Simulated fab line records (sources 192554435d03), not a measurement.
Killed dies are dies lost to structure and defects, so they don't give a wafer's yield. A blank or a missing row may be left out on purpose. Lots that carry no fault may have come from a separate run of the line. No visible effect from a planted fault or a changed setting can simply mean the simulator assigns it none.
Split-lot study | flow n5_finfet | on a route of 1938 steps: 7 lots, 21 wafers read

## THE SPLIT ITSELF
At N5_BEOL_M7_TRENCH_ETCH_37 (etches SiCOH lowk in C4F6/O2, target depth 93.478 nm, time 31.2 s), the setting time_s was moved away from the recipe's 31.2 s on 5 of the 21 wafers read, by -16.1% to +9.7%. The other wafers ran this setting at the recipe's value.

## FROM THE SPLIT TO THE READING: what the file shows between them, 11 steps
- N5_BEOL_M7_ETCH_41: etches SiCN in CH3F/O2, target depth 31.9 nm, time 57.8 s
- N5_BEOL_M7_STRIP_80: strips in N2/H2, time 10 s
- N5_BEOL_M7_OCD_MEAS_38
- N5_BEOL_M7_HM_STRIP_39: strips TiN in peroxide tin strip, target depth 25 nm, time 158 s
- N5_BEOL_M7_SRD_40: time 30 s
- N5_BEOL_M7_ECD_50: material Cu, target thk 300 nm
- N5_BEOL_M7_ANNEAL_51: time 90 s
- N5_BEOL_M7_CMP_52: polishes, stops on SiCOH lowk, t overpolish 6.9 s, target thk 80 nm
- N5_BEOL_M7_THK_MEAS_53: measures by xrf
- N5_BEOL_M7_PRE_CLEAN_55: time 15 s
- N5_BEOL_M7_DEP_56: deposits SiCN from 3MS/NH3, target thk 10 nm, time 17.5 s

## THE READING
M7_RS (ohm/sq), read at N5_BEOL_M7_RS_MEAS_57 with a four-point probe. On this fab line, fault-free wafers typically give 0.286 ohm/sq with a standard deviation of 0.0074 ohm/sq.

wafer  | tool, chamber at the split | time_s as run, s | against the recipe | M7_RS, ohm/sq | against lot-mates on the recipe
L081.1 | rie_diel-01, 0             | 31.2             | recipe             | 0.292         | -
L081.2 | rie_diel-01, 1             | 26.19            | -16.1%             | 0.366         | +0.074
L081.3 | rie_diel-01, 3             | 26.19            | -16.1%             | 0.367         | +0.075
L082.2 | rie_diel-01, 1             | 31.2             | recipe             | 0.279         | -
L082.4 | rie_diel-01, 3             | 31.2             | recipe             | 0.293         | -
L082.6 | rie_diel-01, 1             | 31.2             | recipe             | 0.283         | -
L084.2 | rie_diel-01, 2             | 28.59            | -8.4%              | 0.329         | +0.044
L084.3 | rie_diel-01, 1             | 31.2             | recipe             | 0.285         | -
L084.6 | rie_diel-01, 0             | 28.59            | -8.4%              | 0.331         | +0.046
L087.1 | rie_diel-06, 2             | 31.2             | recipe             | 0.287         | -
L087.2 | rie_diel-06, 3             | 34.24            | +9.7%              | 0.251         | -0.035
L087.3 | rie_diel-06, 2             | 31.2             | recipe             | 0.286         | -
L090.2 | rie_diel-06, 1             | 31.2             | recipe             | 0.285         | -
L090.3 | rie_diel-06, 2             | 31.2             | recipe             | 0.285         | -
L090.5 | rie_diel-06, 3             | 31.2             | recipe             | 0.284         | -
L092.2 | rie_diel-02, 3             | 31.2             | recipe             | 0.293         | -
L092.4 | rie_diel-02, 0             | 31.2             | recipe             | 0.278         | -
L092.6 | rie_diel-02, 2             | 31.2             | recipe             | 0.289         | -
L091.2 | rie_diel-01, 2             | 31.2             | recipe             | 0.273         | -
L091.3 | rie_diel-01, 1             | 31.2             | recipe             | 0.276         | -
L091.6 | rie_diel-01, 1             | 31.2             | recipe             | 0.278         | -

FIT RESULTS
A straight line over all 21 wafers: M7_RS changes by -0.0049 ohm/sq for each +1% of time_s; r = -0.98; the points scatter about the line by 0.0065 ohm/sq.
The same after taking each lot's own level away (the mean of its wafers on the recipe; 21 wafers): -0.00459 ohm/sq for each +1%; r = -0.99; scatter 0.0045 ohm/sq.
Per that fit: largest time_s move, reading shift of 0.074 ohm/sq.
The lots' own levels span 0.2757 to 0.2920 ohm/sq, that is 2.2 times the standard deviation above.
So the lot-to-lot level changes the slope little: the two slopes agree.
Check: +0.0753 ohm/sq against its lot-mates is what the line predicts for one of the wafers moved furthest among these (-16.1%) when that wafer is left out of the fit. It came out at +0.074 ohm/sq against them.

## THE OTHER SPLITS THESE WAFERS WENT THROUGH
Other splits were also applied to these wafers ahead of the reading. Each is held against what the fit with the lots' levels taken away leaves over:
other split on the same wafers | wafers away from the commonest value | r with M7_RS (lot level and that fit taken away)
N5_BEOL_M7_DESCUM_33 time_s    | 4                                    | -0.36

## THE WHOLE CHAIN: every reading that the file lists as answering this split, in the file's order
step                      | what it does                                                        | reading                                                                      | change (the file's fit)               | r (the file's)
N5_BEOL_M7_TRENCH_ETCH_37 | etches SiCOH lowk in C4F6/O2, target depth 93.478 nm, time 31.2 s   | etch.depth_nm (the simulator's own value, which no gauge read)               | +0.921 nm for each +1% of the setting | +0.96
N5_BEOL_M7_TRENCH_ETCH_37 | etches SiCOH lowk in C4F6/O2, target depth 93.478 nm, time 31.2 s   | BEOL_M7.feature_depth_nm (the simulator's own value, which no gauge read)    | +0.918 nm for each +1% of the setting | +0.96
N5_BEOL_M7_OCD_MEAS_38    |                                                                     | trench_depth_nm                                                              | +0.928 nm for each +1% of the setting | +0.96
N5_BEOL_M7_CMP_52         | polishes, stops on SiCOH lowk, t overpolish 6.9 s, target thk 80 nm | Cu_of_BEOL_M7_ECD_50.thk_nm (the simulator's own value, which no gauge read) | +0.916 nm for each +1% of the setting | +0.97
N5_BEOL_M7_THK_MEAS_53    | measures by xrf                                                     | M7_THK                                                                       | +0.935 for each +1% of the setting    | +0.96
N5_BEOL_M7_RS_MEAS_57     | measures by four-point-probe                                        | M7_RS                                                                        | -0.00454 for each +1% of the setting  | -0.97

## THE FILE'S OWN FIT
M7_RS changes by -0.00454 ohm/sq for each +1% of time_s, r = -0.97.
